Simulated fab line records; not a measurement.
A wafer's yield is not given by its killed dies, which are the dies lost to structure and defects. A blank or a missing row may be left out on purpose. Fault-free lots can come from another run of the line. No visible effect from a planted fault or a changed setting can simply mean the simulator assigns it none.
Matching of chambers :: flow nand harc :: ald sin-03 running NHARC_P_GATE_ALD_36: 4 sister chambers
The step deposits SiNx, target thk 20 nm, pulse time 60 s, ald cycles 223. 14 wafers are shown with their chamber, then 7 later ones without.

## WAFERS PAIRED WITH THEIR CHAMBERS
wafer: L875.3
chamber: 0
heater power w (W): 745
precursor pulse height rel: 1.004

wafer: L875.1
chamber: 1
heater power w (W): 762
precursor pulse height rel: 0.986

wafer: L875.6
chamber: 3
heater power w (W): 827
precursor pulse height rel: 1.018

wafer: L884.2
chamber: 1
heater power w (W): 807
precursor pulse height rel: 1.051

wafer: L884.4
chamber: 2
heater power w (W): 845
precursor pulse height rel: 0.989

wafer: L884.1
chamber: 0
heater power w (W): 745
precursor pulse height rel: 0.986

wafer: L887.3
chamber: 1
heater power w (W): 807
precursor pulse height rel: 1.002

wafer: L887.6
chamber: 0
heater power w (W): 734
precursor pulse height rel: 0.993

wafer: L887.5
chamber: 1
heater power w (W): 821
precursor pulse height rel: 0.984

wafer: L891.3
chamber: 0
heater power w (W): 750
precursor pulse height rel: 0.980

wafer: L891.5
chamber: 0
heater power w (W): 762
precursor pulse height rel: 1.006

wafer: L891.6
chamber: 1
heater power w (W): 817
precursor pulse height rel: 0.981

wafer: L893.1
chamber: 3
heater power w (W): 944
precursor pulse height rel: 1.007

wafer: L893.4
chamber: 0
heater power w (W): 750
precursor pulse height rel: 1.057

SIGNATURES (means of the wafers above)
reading: heater power w
chamber 0: 747.67
chamber 1: 802.80
chamber 2: 845.00
chamber 3: 885.50
scatter within a chamber: 30.8

reading: precursor pulse height rel
chamber 0: 1.00433
chamber 1: 1.00080
chamber 2: 0.98900
chamber 3: 1.01250
scatter within a chamber: 0.027
Rule: for each reading, subtract the chamber's mean from the wafer's reading, divide by that reading's scatter and square the result; add these up over the readings and take the root, which gives the wafer's distance from the chamber. If the next closest chamber is less than 2 further off than the closest, the wafer can't be placed; otherwise it belongs to the closest. The scatter: take each reading less its chamber's mean, square it, sum over the shown wafers, divide by the number of wafers less the number of chambers, and take the root.

## WAFERS WHOSE CHAMBER IS MISSING
wafer: L893.3
heater power w (W): 813
precursor pulse height rel: 1.003

wafer: L895.3
heater power w (W): 815
precursor pulse height rel: 1.001

wafer: L895.4
heater power w (W): 945
precursor pulse height rel: 1.026

wafer: L895.2
heater power w (W): 743
precursor pulse height rel: 1.038

wafer: L898.3
heater power w (W): 930
precursor pulse height rel: 1.025

wafer: L898.1
heater power w (W): 751
precursor pulse height rel: 0.991

wafer: L898.5
heater power w (W): 753
precursor pulse height rel: 0.979

## CHAMBER TAKEN BY EACH
wafer: L893.3
from the rows above: can't be placed: 1 or 2 or 0
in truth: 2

wafer: L895.3
from the rows above: can't be placed: 1 or 2 or 0 or 3
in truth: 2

wafer: L895.4
from the rows above: can't be placed: 3 or 2
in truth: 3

wafer: L895.2
from the rows above: can't be placed: 0 or 1
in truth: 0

wafer: L898.3
from the rows above: can't be placed: 3 or 2
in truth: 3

wafer: L898.1
from the rows above: can't be placed: 0 or 1
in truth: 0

wafer: L898.5
from the rows above: can't be placed: 0 or 1
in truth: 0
Correctly placed: 0 of 7. From these rows, 7 cannot be placed; in 7 the true chamber is one of the candidates. Placed wrongly: 0.
